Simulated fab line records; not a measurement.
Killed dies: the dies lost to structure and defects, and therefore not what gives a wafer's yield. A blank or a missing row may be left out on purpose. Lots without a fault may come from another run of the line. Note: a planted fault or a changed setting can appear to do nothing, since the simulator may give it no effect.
Split-lot experiment ; flow n5Finfet ; 7 lots, 21 wafers read, on a route of 1938 steps

SPLIT DETAILS
At N5_BEOL_M12_SPUTTER_44 (material Ta, target thk 10 nm, time 16.13 s), the setting timeS was moved away from the recipe's 16.13 s on 7 of the 21 wafers read, by -11.7% to +10.9%. All remaining wafers had this setting at the recipe value.

Reading taken at the split's own step.

THE READING
Ta_of_BEOL_M12_SPUTTER_44.thkNm (the simulator's own value, which no gauge read), in nm, at N5_BEOL_M12_SPUTTER_44 (material Ta, target thk 10 nm, time 16.13 s). The file gives no usual value for it. The 14 wafers here that ran the recipe average 10.1 nm, standard deviation 0.12 nm.

wafer;tool, chamber at the split;timeS as run, s;against the recipe;Ta_of_BEOL_M12_SPUTTER_44.thkNm, nm;against lot-mates on the recipe
L074.2;pvdSputter-03, -;16.13;recipe;10;-
L074.5;pvdSputter-03, -;14.78;-8.4%;9;-1.0
L074.6;pvdSputter-03, -;14.78;-8.4%;9.4;-0.6
L082.1;pvdSputter-02, -;16.13;recipe;10;-
L082.3;pvdSputter-02, -;16.13;recipe;10;-
L082.5;pvdSputter-02, -;15.28;-5.3%;9.8;-0.2
L089.2;pvdSputter-02, -;16.13;recipe;10.2;-
L089.3;pvdSputter-02, -;14.24;-11.7%;9.2;-1.0
L089.5;pvdSputter-02, -;14.24;-11.7%;9.2;-1.0
L090.3;pvdSputter-02, -;16.13;recipe;10.2;-
L090.6;pvdSputter-02, -;16.13;recipe;10.2;-
L090.5;pvdSputter-02, -;16.13;recipe;10;-
L093.1;pvdSputter-03, -;16.13;recipe;10.2;-
L093.4;pvdSputter-03, -;16.13;recipe;10;-
L093.6;pvdSputter-03, -;16.13;recipe;10;-
L094.1;pvdSputter-02, -;16.13;recipe;10.2;-
L094.3;pvdSputter-02, -;17.89;+10.9%;11;+0.8
L094.4;pvdSputter-02, -;17.89;+10.9%;11.4;+1.2
L097.1;pvdSputter-02, -;16.13;recipe;10;-
L097.3;pvdSputter-02, -;16.13;recipe;9.8;-
L097.4;pvdSputter-02, -;16.13;recipe;10.2;-

THE FIT
A straight line over all 21 wafers: Ta_of_BEOL_M12_SPUTTER_44.thkNm changes by +0.0908 nm for each +1% of timeS; r = +0.95; the points scatter about the line by 0.17 nm.
The same after taking each lot's own level away (the mean of its wafers on the recipe; 21 wafers): +0.0882 nm for each +1%; r = +0.97; scatter 0.14 nm.
The reading moves by 1 nm for the largest change in timeS, on that fit.
Measured against the standard deviation above, the lots' own levels, which go from 10.00 to 10.20 nm, span 1.6 times it.
The two slopes are in agreement: the lot-to-lot level therefore moves the slope only a little.
Check: with one of the wafers moved furthest among these (-11.7%) left out of the fit, the line predicts -1.03 nm for it against its lot-mates. Against them it came out at -1 nm.

FURTHER SPLITS ON THESE WAFERS
Note: prior to the reading, these wafers also went through further splits. Each is held against what the fit with the lots' levels taken away leaves over:
other split on the same wafers;wafers away from the commonest value;r with Ta_of_BEOL_M12_SPUTTER_44.thkNm (lot level and that fit taken away)
N5_BEOL_M10_ETCH_41 sourceW;5;-0.09
N5_BEOL_M12_ETCH_68 timeS;7;-0.13

THE FILE'S OWN FIT
Ta_of_BEOL_M12_SPUTTER_44.thkNm changes by +0.0858 nm for each +1% of timeS, r = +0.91.
